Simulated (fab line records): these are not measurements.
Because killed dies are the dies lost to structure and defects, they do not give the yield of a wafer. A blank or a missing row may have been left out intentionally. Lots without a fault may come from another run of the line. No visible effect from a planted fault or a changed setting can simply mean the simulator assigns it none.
fab line records -- flow n5_finfet
record lots=7, wafers=21
route steps=1938 shown SD_ACTIVATION@331 SDB@373 MOL_CONTACT_COAG@519 BEOL_M0_SAQP@652 BEOL_M0@720 BEOL_M2@873 BEOL_M3@980
start_h: hours from the record's opening day to when the first of the lot's shown wafers began -- wait_h: time in hours since the lot's previous step -- " repeats the value in the row above -- L1.1+2: a row that stands for several wafers -- - no value present, or no start provided -- * or withheld: withheld -- < > ~ a bound
route shown NAME@n: NAME is a module with steps in the file, n the number in the route of the first one -- usual: average and standard deviation across the fault-free wafers -- same: alike in all rows -- chamber/n: place in a boat -- sites: readings site by site -- _std_site: their standard deviation -- _edge_site: the outer-site mean with the inner-site mean subtracted -- radius_mm: how far each site lies from the wafer's centre -- mask NAME#n: copy n -- behind: the most recent tool/chamber to have shaped the wafer -- hold: the reason the lot was held/the length of the hold in hours/how it ended -- device: the n, p or np transistor that did not switch -- end of line: the tests these same wafers got at the end of their route -- a step without rows: its recipe alone -- killed: dies lost to structure and defects at the first sort, not the wafer's yield -- map: the dies of a wafer, with x for killed, . for not killed, _ for no die there
set.NAME: setting as actually run; set.NAME@STEP: the setting as run at that earlier step -- model.NAME: the simulator's own value behind a step, which no gauge read
lots with deliberately changed settings; one table per step, one row per wafer
## steps
# step N5_SD_ACTIVATION_LSA_01
# recipe temp_c=1080, time_s=0.0008, ambient=N2
# usual wafer_temp_C_max=1086.9/2.7
lot.wafer,tool,chamber,start_h,wait_h,set.temp_c,wafer_temp_C_max
L077.1,laser_anneal-02,0,75.43,0.2,1059,1067.9
L077.2,laser_anneal-02,0,75.43,0.2,1080,1092.2
L077.5,laser_anneal-02,0,75.43,0.2,1080,1091.3
L078.1,laser_anneal-01,0,82.31,0.2,1064,1067.3
L078.5,laser_anneal-01,0,82.31,0.2,1080,1084.0
L078.6,laser_anneal-01,0,82.31,0.2,1064,1068.3
L081.3,laser_anneal-02,0,101.20,0.2,1080,1088.5
L081.4,laser_anneal-02,0,101.20,0.2,1080,1088.0
L081.5,laser_anneal-02,0,101.20,0.2,1080,1088.3
L083.1,laser_anneal-01,0,112.44,0.2,1080,1085.3
L083.3,laser_anneal-01,0,112.44,0.2,1080,1084.4
L083.4,laser_anneal-01,0,112.44,0.2,1080,1084.2
L087.2,laser_anneal-01,0,139.94,0.2,1080,1084.4
L087.3,laser_anneal-01,0,139.94,0.2,1080,1084.5
L087.4,laser_anneal-01,0,139.94,0.2,1080,1084.3
L091.3,laser_anneal-01,0,160.49,0.2,1057,1062.8
L091.4,laser_anneal-01,0,160.49,0.2,1080,1084.7
L091.6,laser_anneal-01,0,160.49,0.2,1057,1060.0
L096.2,laser_anneal-02,0,191.58,0.2,1080,1087.9
L096.3,laser_anneal-02,0,191.58,0.2,1080,1087.3
L096.5,laser_anneal-02,0,191.58,0.2,1080,1089.7
# step N5_SD_ACTIVATION_RS_MEAS_03
# recipe thk_meas_gauge=four-point-probe
# usual RS_SD_N=21.85/0.29, RS_SD_P=55.9/0.79
lot.wafer,tool,chamber,start_h,wait_h,set.temp_c@SD_EPI_P_EPI_21,set.temp_c@SD_ACTIVATION_LSA_01,RS_SD_N[ohm/sq],RS_SD_P[ohm/sq]
L077.1,film_metro-01,-,75.65,0.2,550,1059,24.30,56.8
L077.2,film_metro-01,-,75.65,0.2,547.7,1080,21.94,58.4
L077.5,film_metro-01,-,75.65,0.2,547.7,1080,21.81,58.6
L078.1,film_metro-02,-,82.51,0.2,553.7,1064,23.83,52.1
L078.5,film_metro-02,-,82.51,0.2,550,1080,22.29,54.4
L078.6,film_metro-02,-,82.51,0.2,550,1064,23.50,56.5
L081.3,film_metro-02,-,101.38,0.2,550,1080,22.19,57.2
L081.4,film_metro-02,-,101.38,0.2,550,1080,22.11,57.1
L081.5,film_metro-02,-,101.38,0.2,550,1080,21.68,57.4
L083.1,film_metro-01,-,112.64,0.2,550,1080,22.16,55.9
L083.3,film_metro-01,-,112.64,0.2,550,1080,21.99,56.0
L083.4,film_metro-01,-,112.64,0.2,550,1080,21.93,56.6
L087.2,film_metro-02,-,140.13,0.2,550,1080,22.10,55.0
L087.3,film_metro-02,-,140.13,0.2,550,1080,21.98,54.9
L087.4,film_metro-02,-,140.13,0.2,550,1080,21.81,55.0
L091.3,film_metro-02,-,160.68,0.2,547.6,1057,24.35,60.6
L091.4,film_metro-02,-,160.68,0.2,550,1080,21.70,57.1
L091.6,film_metro-02,-,160.68,0.2,547.6,1057,24.36,61.2
L096.2,film_metro-01,-,191.77,0.2,553.6,1080,21.86,50.9
L096.3,film_metro-01,-,191.77,0.2,550,1080,21.94,55.6
L096.5,film_metro-01,-,191.77,0.2,550,1080,21.70,56.1
# step N5_SDB_ALD_29
# recipe material=SiNx, target_thk_a=300, temp_c=400, ald_precursor_family=SiH2I2, ald_co_reactant=N2/H2-plasma, pulse_time_s=1, ald_cycles=600, purge_time_s=2, co_reactant_purge_time_s=2, pressure_torr=2
lot.wafer,tool,chamber,start_h,wait_h,set.ald_cycles,model.SiNx_of_SDB_ALD_29.thk_nm
L077.1+2,ald_sin-01,"1,2",83.61,0.0,600,30
L077.5,ald_sin-01,2,84.96,1.4,600,30.2
L078.1,ald_sin-02,3,92.72,1.1,642,32.2
L078.5,ald_sin-02,3,94.07,2.4,600,30.2
L078.6,ald_sin-02,0,94.07,2.4,642,32.4
L081.3+4,ald_sin-03,0,109.67,0.0,600,30
L081.5,ald_sin-03,3,111.02,1.4,600,29.8
L083.1,ald_sin-02,2,120.61,0.0,679,33.8
L083.3,ald_sin-02,1,120.61,0.0,600,29.8
L083.4,ald_sin-02,3,120.61,0.0,679,34
L087.2,ald_sin-03,3,148.03,0.0,600,29.8
L087.3,ald_sin-03,1,148.03,0.0,658,32.8
L087.4,ald_sin-03,0,148.03,0.0,658,33
L091.3,ald_sin-03,0,168.74,0.0,600,29.8
L091.4+6,ald_sin-03,"2,0",170.09,1.4,627,31.2
L096.2+5,ald_sin-02,"3,1",199.68,0.0,600,30
L096.3,ald_sin-02,0,199.68,0.0,600,30.4
# step N5_MOL_CONTACT_COAG_COAT_58
# recipe resist=underlayer, temp_c=205, time_s=60, spin_rpm=1500, resist_thk_nm=10
lot.wafer,tool,chamber,start_h,wait_h,set.spin_rpm,model.underlayer_of_MOL_CONTACT_COAG_COAT_58.thk_nm
L077.1,litho_track-02,0,-,-,1500,10
L077.2+5,litho_track-02,0,-,-,1364,10.4
L078.1+6,litho_track-05,0,-,-,1500,10
L078.5,litho_track-05,0,-,-,1621,9.6
L081.3+4+5,litho_track-05,0,-,-,1500,10
L083.1+3,litho_track-02,0,-,-,1500,10
L083.4,litho_track-02,0,-,-,1546,9.8
L087.2+3+4,litho_track-05,0,-,-,1500,10
L091.3+4,litho_track-04,0,-,-,1500,10
L091.6,litho_track-04,0,-,-,1451,10.2
L096.2,litho_track-02,0,-,-,1594,9.6
L096.3,litho_track-02,0,-,-,1500,10
L096.5,litho_track-02,0,-,-,1594,9.8
# step N5_MOL_CONTACT_COAG_COAT_02
# recipe resist=CAR-EUV, spin_rpm=1500, resist_thk_nm=30
# step N5_MOL_CONTACT_COAG_EBR_04
# recipe solvent=PGMEA, ebr_width_mm=1.5
# step N5_MOL_CONTACT_COAG_DESCUM_13
# recipe chemistry=O2, time_s=7, source_power_w=50, bias_power_w=20, pressure_mtorr=20, rf_frequency_hz=2.712e+07, temp_c=40, resist=CAR-EUV, o2_flow_sccm=225
# step N5_MOL_CONTACT_COAG_ETCH_59
# recipe chemistry=N2/H2, target=underlayer, target_depth_a=130, mask_material=CAR-EUV, time_s=10.4, ion_energy_ev=200, pressure_mtorr=30, source_w=840, bias_w=150, n2_flow_sccm=200, h2_flow_sccm=200, ends=cleared
lot.wafer,tool,chamber,start_h,wait_h,set.spin_rpm@MOL_CONTACT_COAG_COAT_58,model.etch.depth_nm
L077.1,rie_diel-01,1,104.54,0.0,1500,9.979
L077.2,rie_diel-01,3,104.54,0.0,1364,10.5
L077.5,rie_diel-01,0,104.54,0.0,1364,10.49
L078.1,rie_diel-02,2,113.89,0.0,1500,10.01
L078.5,rie_diel-02,1,113.89,0.0,1621,9.609
L078.6,rie_diel-02,2,113.89,0.0,1500,10
L081.3,rie_diel-02,0,130.80,0.0,1500,9.996
L081.4,rie_diel-02,2,130.80,0.0,1500,10.01
L081.5,rie_diel-02,3,130.80,0.0,1500,9.986
L083.1,rie_diel-04,2,141.95,0.0,1500,9.989
L083.3,rie_diel-04,3,141.95,0.0,1500,10.04
L083.4,rie_diel-04,1,141.95,0.0,1546,9.852
L087.2,rie_diel-01,0,168.86,0.0,1500,10.03
L087.3+4,rie_diel-01,"1,2",168.86,0.0,1500,10.01
L091.3,rie_diel-04,0,190.51,0.0,1500,9.995
L091.4,rie_diel-04,2,190.51,0.0,1500,9.978
L091.6,rie_diel-04,1,190.51,0.0,1451,10.14
L096.2,rie_diel-02,1,221.44,0.0,1594,9.671
L096.3,rie_diel-02,0,221.44,0.0,1500,9.995
L096.5,rie_diel-02,3,221.44,0.0,1594,9.71
# step N5_MOL_CONTACT_COAG_EXPOSE_37
# recipe mask_id=VD, na=0.33, source_shape=annular, sigma_inner=0.3, sigma_outer=0.7, polarization=unpolarized, defocus_nm=0, dose_mj=62
lot.wafer,tool,chamber,start_h,wait_h,mask,set.dose_mj
L077.1+2,euv_scanner-01,0,114.32,-,VD#0,62
L077.5,euv_scanner-01,0,114.32,-,VD#0,66.37
L078.1+5,euv_scanner-01,0,126.77,-,VD#0,62
L078.6,euv_scanner-01,0,126.77,-,VD#0,63.28
L081.3+4+5,euv_scanner-01,0,142.00,-,VD#0,62
L083.1,euv_scanner-01,0,156.07,-,VD#0,58.09
L083.3+4,euv_scanner-01,0,156.07,-,VD#0,62
L087.2+4,euv_scanner-01,0,179.95,-,VD#0,57.49
L087.3,euv_scanner-01,0,179.95,-,VD#0,62
L091.3+4,euv_scanner-01,0,201.67,-,VD#0,58.34
L091.6,euv_scanner-01,0,201.67,-,VD#0,62
L096.2+3+5,euv_scanner-01,0,235.37,-,VD#0,62
# step N5_MOL_CONTACT_COAG_PEB_38
# recipe peb_temp_c=100, peb_time_s=60, resist=CAR-EUV
# step N5_MOL_CONTACT_COAG_DEVELOP_39
# recipe develop_time_s=30, developer=TMAH, resist=CAR-EUV, rinse_liquid=surfactant_rinse, dry=air_spin, dev_temp_c=23
# step N5_MOL_CONTACT_COAG_CD_MEAS_40
# recipe target_cd_nm=25.1, landing_energy_ev=500, detector=se_inlens, polarity=opening
# usual cd_nm=25.14/0.22
lot.wafer,tool,chamber,start_h,wait_h,set.dose_mj@MOL_CONTACT_COAG_EXPOSE_37,cd_nm
L077.1,cd_sem-03,0,114.47,-,62,24.95
L077.2,cd_sem-03,0,114.47,-,62,24.95
L077.5,cd_sem-03,0,114.47,-,66.37,26.17
L078.1,cd_sem-03,0,126.92,-,62,25.51
L078.5,cd_sem-03,0,126.92,-,62,25.15
L078.6,cd_sem-03,0,126.92,-,63.28,25.56
L081.3,cd_sem-01,0,142.13,-,62,24.86
L081.4,cd_sem-01,0,142.13,-,62,24.92
L081.5,cd_sem-01,0,142.13,-,62,24.93
L083.1,cd_sem-01,0,156.22,-,58.09,24.28
L083.3,cd_sem-01,0,156.22,-,62,24.76
L083.4,cd_sem-01,0,156.22,-,62,24.82
L087.2,cd_sem-03,0,180.09,-,57.49,23.56
L087.3,cd_sem-03,0,180.09,-,62,25.39
L087.4,cd_sem-03,0,180.09,-,57.49,23.63
L091.3,cd_sem-01,0,201.80,-,58.34,24.20
L091.4,cd_sem-01,0,201.80,-,58.34,24.36
L091.6,cd_sem-01,0,201.80,-,62,25.10
L096.2,cd_sem-02,0,235.50,-,62,24.80
L096.3,cd_sem-02,0,235.50,-,62,25.50
L096.5,cd_sem-02,0,235.50,-,62,25.37
# step N5_MOL_CONTACT_COAG_PRECLEAN_138
# recipe chemistry=alkaline_clean, temp_c=60, time_s=60, do_ppb=50
# step N5_MOL_CONTACT_COAG_SRD_139
# recipe dry=ipa_marangoni, time_s=30, temp_c=23, rinse_liquid=diw
# step N5_MOL_CONTACT_COAG_CD_MEAS_101
# recipe target_cd_nm=16
# usual cd_nm=16.2/0.43
lot.wafer,tool,chamber,start_h,wait_h,set.dose_mj@MOL_CONTACT_COAG_EXPOSE_37,cd_nm
L077.1,cd_sem-01,-,115.81,0.0,62,15.8
L077.2,cd_sem-01,-,115.81,0.0,62,15.6
L077.5,cd_sem-01,-,115.81,0.0,66.37,17.0
L078.1,cd_sem-03,-,128.60,0.0,62,17.5
L078.5,cd_sem-03,-,128.60,0.0,62,16.6
L078.6,cd_sem-03,-,128.60,0.0,63.28,17.0
L081.3,cd_sem-01,-,143.07,0.0,62,16.0
L081.4,cd_sem-01,-,143.07,0.0,62,15.9
L081.5,cd_sem-01,-,143.07,0.0,62,16.6
L083.1,cd_sem-02,-,157.22,0.0,58.09,14.4
L083.3,cd_sem-02,-,157.22,0.0,62,16.1
L083.4,cd_sem-02,-,157.22,0.0,62,15.8
L087.2,cd_sem-01,-,181.24,0.0,57.49,14.5
L087.3,cd_sem-01,-,181.24,0.0,62,15.8
L087.4,cd_sem-01,-,181.24,0.0,57.49,14.6
L091.3,cd_sem-02,-,202.86,0.0,58.34,15.4
L091.4,cd_sem-02,-,202.86,0.0,58.34,15.4
L091.6,cd_sem-02,-,202.86,0.0,62,16.6
L096.2,cd_sem-03,-,237.07,0.0,62,15.5
L096.3,cd_sem-03,-,237.07,0.0,62,16.6
L096.5,cd_sem-03,-,237.07,0.0,62,16.6
# step N5_BEOL_M0_SAQP_DESCUM_19
# recipe chemistry=O2, time_s=7.9, source_power_w=50, bias_power_w=20, pressure_mtorr=20, rf_frequency_hz=2.712e+07, temp_c=40, resist=CAR-ArF, o2_flow_sccm=225
lot.wafer,tool,chamber,start_h,wait_h,set.time_s,model.CAR-ArF_of_BEOL_M0_SAQP_COAT_08.thk_nm
L077.1+2,rie_diel-06,"2,3",123.38,0.3,6.402,84.6
L077.5,rie_diel-06,1,123.38,0.3,7.9,83.2
L078.1,rie_diel-03,0,134.16,0.0,7.9,83.4
L078.5,rie_diel-03,2,134.16,0.0,7.9,83
L078.6,rie_diel-03,3,134.16,0.0,7.9,82.8
L081.3,rie_diel-06,1,149.57,0.1,7.9,83.6
L081.4,rie_diel-06,0,149.57,0.1,7.9,83.8
L081.5,rie_diel-06,1,149.57,0.1,7.9,83.4
L083.1,rie_diel-03,3,162.35,0.0,7.9,83.2
L083.3,rie_diel-03,2,162.35,0.0,7.9,83
L083.4,rie_diel-03,2,162.35,0.0,6.895,84.2
L087.2,rie_diel-03,0,186.69,0.0,7.9,83.6
L087.3+4,rie_diel-03,"3,1",186.69,0.0,7.9,83.2
L091.3,rie_diel-06,3,209.29,0.0,8.382,83.4
L091.4,rie_diel-06,2,209.29,0.0,8.382,83.2
L091.6,rie_diel-06,3,209.29,0.0,7.9,83.8
L096.2,rie_diel-03,3,263.86,0.2,7.9,83
L096.3,rie_diel-03,1,263.86,0.2,7.9,82.8
L096.5,rie_diel-03,0,263.86,0.2,6.863,83.6
# step N5_BEOL_M0_SAQP_ETCH_83
# recipe chemistry=CF4, target=SiARC, target_depth_a=390, mask_material=CAR-ArF, time_s=65, ion_energy_ev=80, pressure_mtorr=40, source_w=545, bias_w=36, Ar_flow_sccm=100, cf4_flow_sccm=100, ends=cleared
lot.wafer,tool,chamber,start_h,wait_h,set.time_s@BEOL_M0_SAQP_DESCUM_19,model.CAR-ArF_of_BEOL_M0_SAQP_COAT_08.thk_nm
L077.1,rie_diel-06,2,123.41,0.0,6.402,56.6
L077.2,rie_diel-06,3,123.41,0.0,6.402,56.4
L077.5,rie_diel-06,1,123.41,0.0,7.9,55.2
L078.1,rie_diel-03,0,134.19,0.0,7.9,55.4
L078.5,rie_diel-03,2,134.19,0.0,7.9,55.2
L078.6,rie_diel-03,3,134.19,0.0,7.9,55
L081.3,rie_diel-06,1,149.60,0.0,7.9,55.8
L081.4,rie_diel-06,0,149.60,0.0,7.9,56
L081.5,rie_diel-06,1,149.60,0.0,7.9,55.6
L083.1,rie_diel-03,3,162.38,0.0,7.9,55.4
L083.3,rie_diel-03,2,162.38,0.0,7.9,55.2
L083.4,rie_diel-03,2,162.38,0.0,6.895,56.2
L087.2,rie_diel-03,0,186.72,0.0,7.9,55.6
L087.3+4,rie_diel-03,"3,1",186.72,0.0,7.9,55.2
L091.3,rie_diel-06,3,209.32,0.0,8.382,55.4
L091.4,rie_diel-06,2,209.32,0.0,8.382,55.2
L091.6,rie_diel-06,3,209.32,0.0,7.9,55.8
L096.2+3,rie_diel-03,"3,1",263.90,0.0,7.9,55
L096.5,rie_diel-03,0,263.90,0.0,6.863,55.8
# step N5_BEOL_M0_ETCH_128
# recipe chemistry=CF4/N2, target_depth_a=120, overetch_a=51, target=SiCN, time_s=21.4, ion_energy_ev=150, pressure_mtorr=40, source_w=430, bias_w=70, Ar_flow_sccm=100, cf4_flow_sccm=60, n2_flow_sccm=60
# usual rf_vpp_V=382.7/1.7
lot.wafer,tool,chamber,start_h,wait_h,set.source_w,rf_vpp_V
L077.1,rie_diel-02,2,130.35,0.4,430,382.0
L077.2,rie_diel-02,0,130.35,0.4,430,382.4
L077.5,rie_diel-02,2,130.35,0.4,430,380.7
L078.1,rie_diel-04,2,140.97,0.3,430,383.4
L078.5,rie_diel-04,2,140.97,0.3,430,381.6
L078.6,rie_diel-04,1,140.97,0.3,430,385.1
L081.3,rie_diel-04,3,157.69,0.2,430,385.1
L081.4,rie_diel-04,2,157.69,0.2,430,382.6
L081.5,rie_diel-04,0,157.69,0.2,430,380.8
L083.1,rie_diel-04,3,168.80,0.0,495.5,365.9
L083.3,rie_diel-04,2,168.80,0.0,495.5,365.3
L083.4,rie_diel-04,3,168.80,0.0,430,383.7
L087.2,rie_diel-04,1,194.24,0.0,430,385.9
L087.3,rie_diel-04,2,194.24,0.0,430,382.3
L087.4,rie_diel-04,0,194.24,0.0,480.9,367.6
L091.3,rie_diel-04,0,218.39,1.0,430,380.7
L091.4,rie_diel-04,2,218.39,1.0,430,383.2
L091.6,rie_diel-04,3,218.39,1.0,430,383.1
L096.2,rie_diel-01,1,273.05,1.8,430,383.2
L096.3,rie_diel-01,3,273.05,1.8,430,382.3
L096.5,rie_diel-01,0,273.05,1.8,487.9,368.4
# step N5_BEOL_M2_EXPOSE_25
# recipe mask_id=V1, na=0.33, source_shape=quasar, sigma_inner=0.2, sigma_outer=0.8, polarization=unpolarized, defocus_nm=5, dose_mj=63
lot.wafer,tool,chamber,start_h,wait_h,mask,set.dose_mj
L077.1+2,euv_scanner-01,0,147.02,-,V1#0,63
L077.5,euv_scanner-01,0,147.02,-,V1#0,65.2
L078.1,euv_scanner-02,0,158.77,-,V1#0,63
L078.5+6,euv_scanner-02,0,158.77,-,V1#0,64.22
L081.3+4+5,euv_scanner-02,0,176.23,-,V1#0,63
L083.1+3+4,euv_scanner-02,0,189.68,-,V1#0,58.48
L087.2+3+4,euv_scanner-02,0,214.21,-,V1#0,63
L091.3,euv_scanner-02,0,247.96,-,V1#0,63
L091.4+6,euv_scanner-02,0,247.96,-,V1#0,58.57
L096.2+5,euv_scanner-02,0,290.10,-,V1#0,63
L096.3,euv_scanner-02,0,290.10,-,V1#0,67.68
# step N5_BEOL_M2_PEB_26
# recipe peb_temp_c=100, peb_time_s=60, resist=CAR-EUV
# step N5_BEOL_M2_DEVELOP_27
# recipe develop_time_s=30, developer=TMAH, resist=CAR-EUV, rinse_liquid=surfactant_rinse, dry=air_spin, dev_temp_c=23
# step N5_BEOL_M2_CD_MEAS_28
# recipe target_cd_nm=26.2, landing_energy_ev=500, detector=se_inlens, target_cd_y_nm=24.1, polarity=opening
# usual cd_nm=26.15/0.26
lot.wafer,tool,chamber,start_h,wait_h,set.dose_mj@BEOL_M2_EXPOSE_25,cd_nm
L077.1,cd_sem-01,0,147.17,-,63,26.13
L077.2,cd_sem-01,0,147.17,-,63,26.19
L077.5,cd_sem-01,0,147.17,-,65.2,26.47
L078.1,cd_sem-02,0,158.92,-,63,25.68
L078.5,cd_sem-02,0,158.92,-,64.22,26.25
L078.6,cd_sem-02,0,158.92,-,64.22,26.51
L081.3,cd_sem-03,0,176.36,-,63,26.17
L081.4,cd_sem-03,0,176.36,-,63,26.27
L081.5,cd_sem-03,0,176.36,-,63,25.59
L083.1,cd_sem-03,0,189.83,-,58.48,24.42
L083.3,cd_sem-03,0,189.83,-,58.48,24.49
L083.4,cd_sem-03,0,189.83,-,58.48,24.59
L087.2,cd_sem-03,0,214.35,-,63,26.40
L087.3,cd_sem-03,0,214.35,-,63,26.64
L087.4,cd_sem-03,0,214.35,-,63,26.22
L091.3,cd_sem-02,0,248.09,-,63,25.89
L091.4,cd_sem-02,0,248.09,-,58.57,25.07
L091.6,cd_sem-02,0,248.09,-,58.57,24.86
L096.2,cd_sem-01,0,290.24,-,63,26.06
L096.3,cd_sem-01,0,290.24,-,67.68,27.56
L096.5,cd_sem-01,0,290.24,-,63,26.16
# step N5_BEOL_M3_TRENCH_ETCH_37
# recipe chemistry=C4F6/O2, target_depth_a=555.55, target=SiOC, time_s=29.2, ion_energy_ev=250, pressure_mtorr=30, source_w=355, bias_w=185, Ar_flow_sccm=300, C4F6_flow_sccm=10, O2_flow_sccm=10
# usual rf_vpp_V=670/18
lot.wafer,tool,chamber,start_h,wait_h,set.bias_w,rf_vpp_V
L077.1,rie_diel-05,2,-,-,185,666
L077.2,rie_diel-05,0,-,-,185,666
L077.5,rie_diel-05,3,-,-,185,685
L078.1,rie_diel-05,0,-,-,185,667
L078.5,rie_diel-05,3,-,-,185,684
L078.6,rie_diel-05,2,-,-,185,665
L081.3,rie_diel-05,1,-,-,185,676
L081.4,rie_diel-05,2,-,-,185,667
L081.5,rie_diel-05,0,-,-,185,666
L083.1,rie_diel-05,1,-,-,214.3,759
L083.3,rie_diel-05,0,-,-,185,665
L083.4,rie_diel-05,3,-,-,214.3,768
L087.2,rie_diel-05,1,-,-,151.9,579
L087.3,rie_diel-05,3,-,-,185,685
L087.4,rie_diel-05,2,-,-,151.9,570
L091.3,rie_diel-05,0,-,-,185,664
L091.4,rie_diel-05,2,-,-,185,665
L091.6,rie_diel-05,1,-,-,176,647
L096.2,rie_diel-06,3,-,-,185,659
L096.3,rie_diel-06,1,-,-,217.3,746
L096.5,rie_diel-06,2,-,-,217.3,782
# step N5_BEOL_M3_ETCH_41
# recipe chemistry=CH3F/O2, target=SiCN, target_depth_a=299, taper_deg=2, time_s=52.5, ion_energy_ev=120, mask_material=TiN, pressure_mtorr=30, source_w=395, bias_w=75, Ar_flow_sccm=150, CH3F_flow_sccm=30, O2_flow_sccm=20
lot.wafer,tool,chamber,start_h,wait_h,set.target_depth_a,model.etch.depth_nm
L077.1,rie_diel-05,2,-,-,299,19.68
L077.2,rie_diel-05,0,-,-,299,20.42
L077.5,rie_diel-05,3,-,-,299,19.95
L078.1,rie_diel-05,0,-,-,299,20.44
L078.5,rie_diel-05,3,-,-,265.6,17.77
L078.6,rie_diel-05,2,-,-,299,19.89
L081.3,rie_diel-05,1,-,-,299,19.27
L081.4,rie_diel-05,2,-,-,299,19.67
L081.5,rie_diel-05,0,-,-,299,20.12
L083.1,rie_diel-05,1,-,-,299,19.3
L083.3,rie_diel-05,0,-,-,299,20.2
L083.4,rie_diel-05,3,-,-,299,19.86
L087.2,rie_diel-05,1,-,-,266.6,17.26
L087.3,rie_diel-05,3,-,-,299,20.01
L087.4,rie_diel-05,2,-,-,266.6,17.61
L091.3,rie_diel-05,0,-,-,266.2,18.46
L091.4,rie_diel-05,2,-,-,299,19.65
L091.6,rie_diel-05,1,-,-,299,19.29
L096.2,rie_diel-06,3,-,-,299,19.73
L096.3,rie_diel-06,1,-,-,299,19.96
L096.5,rie_diel-06,2,-,-,299,19.95
## key
split step=N5_SD_ACTIVATION_LSA_01, setting=temp_c, stated=1080, by=wafer
response step=N5_SD_ACTIVATION_LSA_01, reading=wafer_temp_C_max, change=*, per=1%, r=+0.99
response step=N5_SD_ACTIVATION_RS_MEAS_03, reading=RS_SD_N, change=-1.18, per=1%, r=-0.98
split step=N5_SDB_ALD_29, setting=ald_cycles, stated=600, by=wafer
response step=N5_SDB_ALD_29, reading=model.SiNx_of_SDB_ALD_29.thk_nm, change=+0.312, per=1%, r=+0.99
split step=N5_MOL_CONTACT_COAG_COAT_58, setting=spin_rpm, stated=1500, by=wafer
response step=N5_MOL_CONTACT_COAG_COAT_58, reading=model.underlayer_of_MOL_CONTACT_COAG_COAT_58.thk_nm, change=-0.0484, per=1%, r=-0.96
response step=N5_MOL_CONTACT_COAG_ETCH_59, reading=model.etch.depth_nm, change=-0.0521, per=1%, r=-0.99
split step=N5_MOL_CONTACT_COAG_EXPOSE_37, setting=dose_mj, stated=62, by=wafer
response step=N5_MOL_CONTACT_COAG_CD_MEAS_40, reading=cd_nm, change=+0.167, per=1%, r=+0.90
response step=N5_MOL_CONTACT_COAG_CD_MEAS_101, reading=cd_nm, change=+0.191, per=1%, r=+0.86
split step=N5_BEOL_M0_SAQP_DESCUM_19, setting=time_s, stated=7.9, by=wafer
response step=N5_BEOL_M0_SAQP_DESCUM_19, reading=model.CAR-ArF_of_BEOL_M0_SAQP_COAT_08.thk_nm, change=-0.0722, per=1%, r=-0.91
response step=N5_BEOL_M0_SAQP_ETCH_83, reading=model.CAR-ArF_of_BEOL_M0_SAQP_COAT_08.thk_nm, change=-0.0679, per=1%, r=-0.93
split step=N5_BEOL_M0_ETCH_128, setting=source_w, stated=430, by=wafer
response step=N5_BEOL_M0_ETCH_128, reading=rf_vpp_V, change=-1.2, per=1%, r=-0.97
split step=N5_BEOL_M2_EXPOSE_25, setting=dose_mj, stated=63, by=wafer
response step=N5_BEOL_M2_CD_MEAS_28, reading=cd_nm, change=+0.163, per=1%, r=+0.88
split step=N5_BEOL_M3_TRENCH_ETCH_37, setting=bias_w, stated=185, by=wafer
response step=N5_BEOL_M3_TRENCH_ETCH_37, reading=rf_vpp_V, change=+6.06, per=1%, r=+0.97
split step=N5_BEOL_M3_ETCH_41, setting=target_depth_a, stated=299, by=wafer
response step=N5_BEOL_M3_ETCH_41, reading=model.etch.depth_nm, change=+0.181, per=1%, r=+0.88
split outside_this_file step=N5_SD_EPI_P_EPI_21 setting=temp_c
# split outside_this_file: this setting was split too, and the file shows its column; the key of that split is in another file
